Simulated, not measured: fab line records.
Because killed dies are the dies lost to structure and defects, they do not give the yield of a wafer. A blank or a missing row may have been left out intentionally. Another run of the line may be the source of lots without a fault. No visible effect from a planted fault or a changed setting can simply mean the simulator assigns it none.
Lot-split experiment || flow n5Finfet || 7 lots, 21 wafers read, on a route of 1938 steps

## ON THE SPLIT
At N5_BEOL_M1_ETCH_64 (etches SOC in N2/H2, target depth 75 nm, overetch 15 nm, time 112.5 s), the setting sourceW was moved away from the recipe's 840 W on 7 of the 21 wafers read, by -15.7% to +16.1%. For the rest of the wafers, this setting stayed at what the recipe calls for.

The reading is taken at the split's own step.

## THE READING
rfVppV, in V, at N5_BEOL_M1_ETCH_64 (etches SOC in N2/H2, target depth 75 nm, overetch 15 nm, time 112.5 s). On this fab line, fault-free wafers typically give 524.0 V with a standard deviation of 1.9 V.

{"wafer": "L074.1", "tool, chamber at the split": "rieDiel-05, 2", "sourceW as run, W": 840, "against the recipe": "recipe", "rfVppV, V": 523.2, "against lot-mates on the recipe": "-"}
{"wafer": "L074.3", "tool, chamber at the split": "rieDiel-05, 1", "sourceW as run, W": 840, "against the recipe": "recipe", "rfVppV, V": 523.4, "against lot-mates on the recipe": "-"}
{"wafer": "L074.6", "tool, chamber at the split": "rieDiel-05, 3", "sourceW as run, W": 884.9, "against the recipe": "+5.3%", "rfVppV, V": 515.7, "against lot-mates on the recipe": -7.6}
{"wafer": "L080.1", "tool, chamber at the split": "rieDiel-04, 1", "sourceW as run, W": 840, "against the recipe": "recipe", "rfVppV, V": 522.7, "against lot-mates on the recipe": "-"}
{"wafer": "L080.2", "tool, chamber at the split": "rieDiel-04, 2", "sourceW as run, W": 840, "against the recipe": "recipe", "rfVppV, V": 520.1, "against lot-mates on the recipe": "-"}
{"wafer": "L080.6", "tool, chamber at the split": "rieDiel-04, 2", "sourceW as run, W": 840, "against the recipe": "recipe", "rfVppV, V": 519.5, "against lot-mates on the recipe": "-"}
{"wafer": "L087.2", "tool, chamber at the split": "rieDiel-04, 3", "sourceW as run, W": 975.1, "against the recipe": "+16.1%", "rfVppV, V": 497.9, "against lot-mates on the recipe": -25.0}
{"wafer": "L087.4", "tool, chamber at the split": "rieDiel-04, 2", "sourceW as run, W": 975.1, "against the recipe": "+16.1%", "rfVppV, V": 493.6, "against lot-mates on the recipe": -29.3}
{"wafer": "L087.5", "tool, chamber at the split": "rieDiel-04, 3", "sourceW as run, W": 840, "against the recipe": "recipe", "rfVppV, V": 522.9, "against lot-mates on the recipe": "-"}
{"wafer": "L088.2", "tool, chamber at the split": "rieDiel-05, 1", "sourceW as run, W": 782, "against the recipe": "-6.9%", "rfVppV, V": 536.2, "against lot-mates on the recipe": "+12.5"}
{"wafer": "L088.5", "tool, chamber at the split": "rieDiel-05, 0", "sourceW as run, W": 782, "against the recipe": "-6.9%", "rfVppV, V": 537.8, "against lot-mates on the recipe": "+14.1"}
{"wafer": "L088.6", "tool, chamber at the split": "rieDiel-05, 3", "sourceW as run, W": 840, "against the recipe": "recipe", "rfVppV, V": 523.7, "against lot-mates on the recipe": "-"}
{"wafer": "L090.1", "tool, chamber at the split": "rieDiel-04, 2", "sourceW as run, W": 840, "against the recipe": "recipe", "rfVppV, V": 521.3, "against lot-mates on the recipe": "-"}
{"wafer": "L090.3", "tool, chamber at the split": "rieDiel-04, 0", "sourceW as run, W": 840, "against the recipe": "recipe", "rfVppV, V": 523.5, "against lot-mates on the recipe": "-"}
{"wafer": "L090.6", "tool, chamber at the split": "rieDiel-04, 2", "sourceW as run, W": 840, "against the recipe": "recipe", "rfVppV, V": 519.2, "against lot-mates on the recipe": "-"}
{"wafer": "L093.1", "tool, chamber at the split": "rieDiel-05, 1", "sourceW as run, W": 840, "against the recipe": "recipe", "rfVppV, V": 522.7, "against lot-mates on the recipe": "-"}
{"wafer": "L093.4", "tool, chamber at the split": "rieDiel-05, 3", "sourceW as run, W": 840, "against the recipe": "recipe", "rfVppV, V": 522.9, "against lot-mates on the recipe": "-"}
{"wafer": "L093.6", "tool, chamber at the split": "rieDiel-05, 2", "sourceW as run, W": 707.7, "against the recipe": "-15.7%", "rfVppV, V": 553.6, "against lot-mates on the recipe": "+30.8"}
{"wafer": "L095.3", "tool, chamber at the split": "rieDiel-03, 0", "sourceW as run, W": 840, "against the recipe": "recipe", "rfVppV, V": 522.8, "against lot-mates on the recipe": "-"}
{"wafer": "L095.4", "tool, chamber at the split": "rieDiel-03, 3", "sourceW as run, W": 840, "against the recipe": "recipe", "rfVppV, V": 526.9, "against lot-mates on the recipe": "-"}
{"wafer": "L095.6", "tool, chamber at the split": "rieDiel-03, 2", "sourceW as run, W": 883.6, "against the recipe": "+5.2%", "rfVppV, V": 516.1, "against lot-mates on the recipe": -8.7}

THE FIT
A straight line over all 21 wafers: rfVppV changes by -1.78 V for each +1% of sourceW; r = -0.98; the points scatter about the line by 2.2 V.
The same after taking each lot's own level away (the mean of its wafers on the recipe; 21 wafers): -1.78 V for each +1%; r = -0.99; scatter 1.6 V.
On that fit, the largest move of sourceW shifts the reading by 29 V.
Measured against the standard deviation above, the lots' own levels, which go from 520.77 to 524.85 V, span 2.1 times it.
So the lot-to-lot level changes the slope little: the two slopes agree.
Check: -29.7 V against its lot-mates is what the line predicts for one of the wafers moved furthest among these (+16.1%) when that wafer is left out of the fit. It came out at -25 V against them.
Tool readings at the split's step, against how far the setting was moved: rfVppV r = -0.98.

## OTHER SPLITS APPLIED TO THESE WAFERS
These wafers also went through other splits before the reading. Each is held against what the fit with the lots' levels taken away leaves over:
{"other split on the same wafers": "N5_BEOL_M0_SAQP_SPACER1_ALD_98 tempC", "wafers away from the commonest value": 7, "r with rfVppV (lot level and that fit taken away)": -0.05}
{"other split on the same wafers": "N5_BEOL_M0_SAQP_ETCH_106 targetDepthA", "wafers away from the commonest value": 8, "r with rfVppV (lot level and that fit taken away)": -0.15}
{"other split on the same wafers": "N5_BEOL_M0_ETCH_138 biasW", "wafers away from the commonest value": 5, "r with rfVppV (lot level and that fit taken away)": -0.35}
{"other split on the same wafers": "N5_BEOL_M0_TRENCH_ETCH_107 targetDepthA", "wafers away from the commonest value": 4, "r with rfVppV (lot level and that fit taken away)": -0.07}

## FILE'S OWN FIT
rfVppV changes by -1.8 V for each +1% of sourceW, r = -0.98.
